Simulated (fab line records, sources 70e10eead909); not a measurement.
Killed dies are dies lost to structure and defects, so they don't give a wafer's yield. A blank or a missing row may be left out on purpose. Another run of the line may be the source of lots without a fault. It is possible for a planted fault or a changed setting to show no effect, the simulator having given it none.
Shared-tool check + flow nand harc + 14 lots and 42 wafers in the sample

== REASON IT WAS OPENED ==
On 2 of the 14 lots, a flag is raised at NHARC_A_CHANNEL_HOLE_D1_CD_MEAS_30 on the reading cd nm. Wafers without a fault read 90.3 nm, standard deviation 1.3.
Rule: a lot is flagged in two cases, either no wafer of it has a number, or all its wafers with numbers fall more than 4 standard deviations from that mean. All remaining lots are regarded as sound.

| lot  | measured     | on        | cd nm (nm), wafer by wafer | flag    |
|------|--------------|-----------|----------------------------|---------|
| L292 | day 9 02:26  | cd sem-02 | 90.4 90.8 90.8             |         |
| L293 | day 9 12:18  | cd sem-02 | 89.3 91.3 89.7             |         |
| L297 | day 11 06:21 | cd sem-01 | 88.2 89.0 90.1             |         |
| L298 | day 11 09:45 | cd sem-01 | 89.3 89.2 90.2             |         |
| L300 | day 12 04:56 | cd sem-01 | 91.6 88.3 89.3             |         |
| L301 | day 12 14:56 | cd sem-01 | 91.5 89.9 89.8             |         |
| L303 | day 13 04:21 | cd sem-03 | 92.2 91.4 90.1             |         |
| L304 | day 13 08:31 | cd sem-01 | 88.7 90.6 91.2             |         |
| L305 | day 14 11:05 | cd sem-01 | 90.6 88.8 91.1             |         |
| L308 | day 15 16:13 | cd sem-03 | 90.7 90.0 90.2             |         |
| L310 | day 16 03:34 | cd sem-02 | -0.2 1.4 -0.3              | FLAGGED |
| L311 | day 17 10:55 | cd sem-03 | -0.2 -0.7 1.3              | FLAGGED |
| L312 | day 17 16:11 | cd sem-02 | 90.7 90.6 90.5             |         |
| L315 | day 18 23:23 | cd sem-02 | 91.7 90.8 91.0             |         |
The mean of the flagged lots' numbers is 0.2 nm, -90.1 nm from the usual (-69 standard deviations).

== WHICH TOOL EACH LOT WENT THROUGH ==
4 process steps preceding the reading are held in the record, out of 1302 steps in the route. Read each cell as the tool, then ch plus the chambers that the sampled wafers visited, then the start.
| lot  | flag    | NHARC_A_CHANNEL_HOLE_D1_ETCH_38    | NHARC_A_CHANNEL_HOLE_D1_ETCH_20  | NHARC_A_CHANNEL_HOLE_D1_ETCH_24  | NHARC_A_CHANNEL_HOLE_D1_ETCH_26  |
|------|---------|------------------------------------|----------------------------------|----------------------------------|----------------------------------|
| L292 |         | rie diel-11 ch 1,3, day 8 19:40    | har etch-02 ch 0, day 8 20:55    | har etch-02 ch 0, day 8 23:01    | har etch-02 ch 0, day 9 00:34    |
| L293 |         | rie diel-01 ch 0,2,3, day 9 02:22  | har etch-01 ch 0,1, day 9 06:56  | har etch-01 ch 0,1, day 9 09:02  | har etch-01 ch 0,1, day 9 10:36  |
| L297 |         | rie diel-09 ch 0,2,3, day 10 21:21 | har etch-01 ch 0,1, day 11 00:56 | har etch-01 ch 0,1, day 11 02:58 | har etch-01 ch 0,1, day 11 04:37 |
| L298 |         | rie diel-11 ch 1,2,3, day 10 21:32 | har etch-02 ch 0,1, day 11 04:19 | har etch-02 ch 0,1, day 11 06:20 | har etch-02 ch 0,1, day 11 08:00 |
| L300 |         | rie diel-09 ch 0,2,3, day 11 22:11 | har etch-01 ch 0,1, day 11 23:31 | har etch-01 ch 0,1, day 12 01:32 | har etch-01 ch 0,1, day 12 03:11 |
| L301 |         | rie diel-11 ch 1,2,3, day 12 04:16 | har etch-02 ch 0, day 12 09:20   | har etch-02 ch 0, day 12 11:22   | har etch-02 ch 0, day 12 13:01   |
| L303 |         | rie diel-09 ch 0,1, day 12 21:35   | har etch-01 ch 1, day 12 22:59   | har etch-01 ch 1, day 13 01:05   | har etch-01 ch 1, day 13 02:38   |
| L304 |         | rie diel-11 ch 1,2,3, day 13 01:50 | har etch-01 ch 0,1, day 13 03:07 | har etch-01 ch 0,1, day 13 05:08 | har etch-01 ch 0,1, day 13 06:47 |
| L305 |         | rie diel-11 ch 0,3, day 14 02:16   | har etch-02 ch 0,1, day 14 05:41 | har etch-02 ch 0,1, day 14 07:43 | har etch-02 ch 0,1, day 14 09:22 |
| L308 |         | rie diel-11 ch 1,2,3, day 15 07:50 | har etch-02 ch 0,1, day 15 10:47 | har etch-02 ch 0,1, day 15 12:49 | har etch-02 ch 0,1, day 15 14:28 |
| L310 | FLAGGED | rie diel-11 ch 1,2, day 15 19:44   | har etch-01 ch 0,1, day 15 21:58 | har etch-01 ch 0,1, day 16 00:04 | har etch-01 ch 0,1, day 16 01:36 |
| L311 | FLAGGED | rie diel-11 ch 0,1,3, day 17 04:15 | har etch-01 ch 0,1, day 17 05:35 | har etch-01 ch 0,1, day 17 07:44 | har etch-01 ch 0,1, day 17 09:12 |
| L312 |         | rie diel-11 ch 0,1,2, day 17 04:16 | har etch-02 ch 0,1, day 17 10:50 | har etch-02 ch 0,1, day 17 12:55 | har etch-02 ch 0,1, day 17 14:29 |
| L315 |         | rie diel-11 ch 0,1,2, day 18 16:44 | har etch-02 ch 0,1, day 18 18:03 | har etch-02 ch 0,1, day 18 20:14 | har etch-02 ch 0,1, day 18 21:41 |
What is done by these steps:
- NHARC_A_CHANNEL_HOLE_D1_ETCH_38: etches the open film in CF4, target depth 39 nm, time 65 s.
- NHARC_A_CHANNEL_HOLE_D1_ETCH_20: etches the open film in C4F8/O2/Ar, time 361.9 s, target depth 1600 nm.
- NHARC_A_CHANNEL_HOLE_D1_ETCH_24: etches the open film in C4F8/O2/Ar, time 906.2 s, target depth 1500 nm.
- NHARC_A_CHANNEL_HOLE_D1_ETCH_26: etches the open film in C4F8/O2/Ar, time 224.1 s, target depth 300 nm.
- NHARC_A_CHANNEL_HOLE_D1_CD_MEAS_30

== FLAGGED OVER TOTAL, TOOL BY TOOL (the gauges that took the reading come last) ==
| step                               | tool        | lots run | flagged | share of the flagged lots | sound lots run after its first flagged lot |
|------------------------------------|-------------|----------|---------|---------------------------|--------------------------------------------|
| NHARC_A_CHANNEL_HOLE_D1_ETCH_38    | rie diel-01 | 1        | 0       | none                      | -                                          |
| NHARC_A_CHANNEL_HOLE_D1_ETCH_38    | rie diel-09 | 3        | 0       | none                      | -                                          |
| NHARC_A_CHANNEL_HOLE_D1_ETCH_38    | rie diel-11 | 10       | 2       | all                       | 2 (L312,L315)                              |
| NHARC_A_CHANNEL_HOLE_D1_ETCH_20    | har etch-01 | 7        | 2       | all                       | 0                                          |
| NHARC_A_CHANNEL_HOLE_D1_ETCH_20    | har etch-02 | 7        | 0       | none                      | -                                          |
| NHARC_A_CHANNEL_HOLE_D1_ETCH_24    | har etch-01 | 7        | 2       | all                       | 0                                          |
| NHARC_A_CHANNEL_HOLE_D1_ETCH_24    | har etch-02 | 7        | 0       | none                      | -                                          |
| NHARC_A_CHANNEL_HOLE_D1_ETCH_26    | har etch-01 | 7        | 2       | all                       | 0                                          |
| NHARC_A_CHANNEL_HOLE_D1_ETCH_26    | har etch-02 | 7        | 0       | none                      | -                                          |
| NHARC_A_CHANNEL_HOLE_D1_CD_MEAS_30 | cd sem-01   | 6        | 0       | none                      | -                                          |
| NHARC_A_CHANNEL_HOLE_D1_CD_MEAS_30 | cd sem-02   | 5        | 1       | some                      | 2 (L312,L315)                              |
| NHARC_A_CHANNEL_HOLE_D1_CD_MEAS_30 | cd sem-03   | 3        | 1       | some                      | 0                                          |

== WHAT THE TABLE PERMITS ==
4 rows of the table ran every flagged lot: rie diel-11 at NHARC_A_CHANNEL_HOLE_D1_ETCH_38, har etch-01 at NHARC_A_CHANNEL_HOLE_D1_ETCH_20, har etch-01 at NHARC_A_CHANNEL_HOLE_D1_ETCH_24, har etch-01 at NHARC_A_CHANNEL_HOLE_D1_ETCH_26.
- rie diel-11 at NHARC_A_CHANNEL_HOLE_D1_ETCH_38 ran 10 lots, 2 of them flagged. Lots that were sound ran on it after the first flagged one (L312, L315); a persistent fault on the entire tool would not allow that.
- har etch-01 at NHARC_A_CHANNEL_HOLE_D1_ETCH_20 ran 7 lots, 2 of them flagged. Its last sound lot is L304 (day 13 03:07), its first flagged lot L310 (day 15 21:58): a fault that began between those two fits.
- har etch-01 at NHARC_A_CHANNEL_HOLE_D1_ETCH_24 ran 7 lots, 2 of them flagged. Its last sound lot is L304 (day 13 05:08), its first flagged lot L310 (day 16 00:04): a fault that began between those two fits. On the flagged lots its readings are blank where sound lots have values: c4f8 flow sccm, chamber pressure mTorr, drypump motor current A, o2 flow sccm and 2 more.
- har etch-01 at NHARC_A_CHANNEL_HOLE_D1_ETCH_26 ran 7 lots, 2 of them flagged. Its last sound lot is L304 (day 13 06:47), its first flagged lot L310 (day 16 01:36): a fault that began between those two fits.
One tool is left: har etch-01 at NHARC_A_CHANNEL_HOLE_D1_ETCH_20 and NHARC_A_CHANNEL_HOLE_D1_ETCH_24 and NHARC_A_CHANNEL_HOLE_D1_ETCH_26.

== WHAT THE SIMULATOR HAD PUT IN ==
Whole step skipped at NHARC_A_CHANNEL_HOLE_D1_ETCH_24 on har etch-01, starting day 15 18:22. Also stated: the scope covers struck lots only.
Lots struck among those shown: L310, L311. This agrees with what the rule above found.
